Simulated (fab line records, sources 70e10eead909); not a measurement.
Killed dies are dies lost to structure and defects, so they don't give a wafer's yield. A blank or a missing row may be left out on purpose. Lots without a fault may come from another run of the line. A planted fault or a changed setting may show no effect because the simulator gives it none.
Which tool did it? | flow nand_harc | 6 lots, 18 wafers sampled, at 5 steps of a route of 1302

WHAT THE GAUGES READ, wafer by wafer
NHARC_END_SORT_01.
lot  | measured     | on        | killed_at_array
L284 | day 32 06:07 | prober-02 | 33 29 27
L288 | day 34 07:01 | prober-01 | 61 55 53

WHICH TOOL RAN EACH LOT (tool, then ch and the chambers of the sampled wafers, then the start)
lot  | NHARC_P_GATE_DEP_103            | NHARC_P_GATE_HM_OPEN_105                      | NHARC_P_GATE_ETCHBACK_37           | NHARC_P_GATE_STRIP_75
L270 | pecvd-03 ch 1,2, day 7 03:35    | rie_diel-05 ch 0,1, day 7 15:08 or earlier    | rie_diel-03 ch 1,2, day 7 15:08    | plasma_asher-01 ch 0,1, day 7 16:52
L271 | pecvd-04 ch 0,1, day 7 22:01    | rie_diel-02 ch 0,1,3, day 8 09:39 or earlier  | rie_diel-03 ch 0,1,2, day 8 09:39  | plasma_asher-02 ch 0,1, day 8 11:33
L274 | pecvd-02 ch 0,1, day 9 02:44    | rie_diel-05 ch 1,2, day 9 14:22 or earlier    | rie_diel-02 ch 0,1,3, day 9 14:22  | plasma_asher-02 ch 0,1, day 9 16:05
L280 | pecvd-03 ch 0,1,2, day 11 04:16 | rie_diel-03 ch 1,2,3, day 11 16:05 or earlier | rie_diel-02 ch 0,1,2, day 11 16:05 | plasma_asher-01 ch 0,1, day 11 18:06
L284 | pecvd-04 ch 0,1,2, day 12 19:11 | rie_diel-02 ch 0,3, day 13 06:53 or earlier   | rie_diel-05 ch 1,3, day 13 06:53   | plasma_asher-01 ch 0,1, day 13 08:57
L288 | pecvd-03 ch 0,1,2, day 14 16:57 | rie_diel-02 ch 0,1,3, day 15 04:43 or earlier | rie_diel-03 ch 0,2,3, day 15 04:43 | plasma_asher-01 ch 0,1, day 15 06:25
- NHARC_P_GATE_DEP_103: deposits SiON, target thk 30 nm.
- NHARC_P_GATE_HM_OPEN_105: chemistry O2/COS, target depth 360 nm.
- NHARC_P_GATE_ETCHBACK_37: etches the open film in CHF3/O2, target depth 34.5 nm, time 17.2 s.
- NHARC_P_GATE_STRIP_75: strips in O2.

THE ANSWER, worked out from the rows above alone
Rule: what is usual is taken from the lots themselves. Put in order of their means at a reading, lots are off if they are a third of the lots or fewer, leave a main group of 4 or more, and stand apart from it by a gap of 3 or more times the standard deviation of the main group's means; of several such gaps the widest counts. A main group whose means are all the same, to the digits that the tables above print for the reading, isn't used. A lot without any number at a reading at which 4 lots or more have one is off too. The other lots that the step has rows for count as sound.
No lot is off at any reading shown: from this, nothing can be told.

WHAT THE SIMULATOR HAD PUT IN
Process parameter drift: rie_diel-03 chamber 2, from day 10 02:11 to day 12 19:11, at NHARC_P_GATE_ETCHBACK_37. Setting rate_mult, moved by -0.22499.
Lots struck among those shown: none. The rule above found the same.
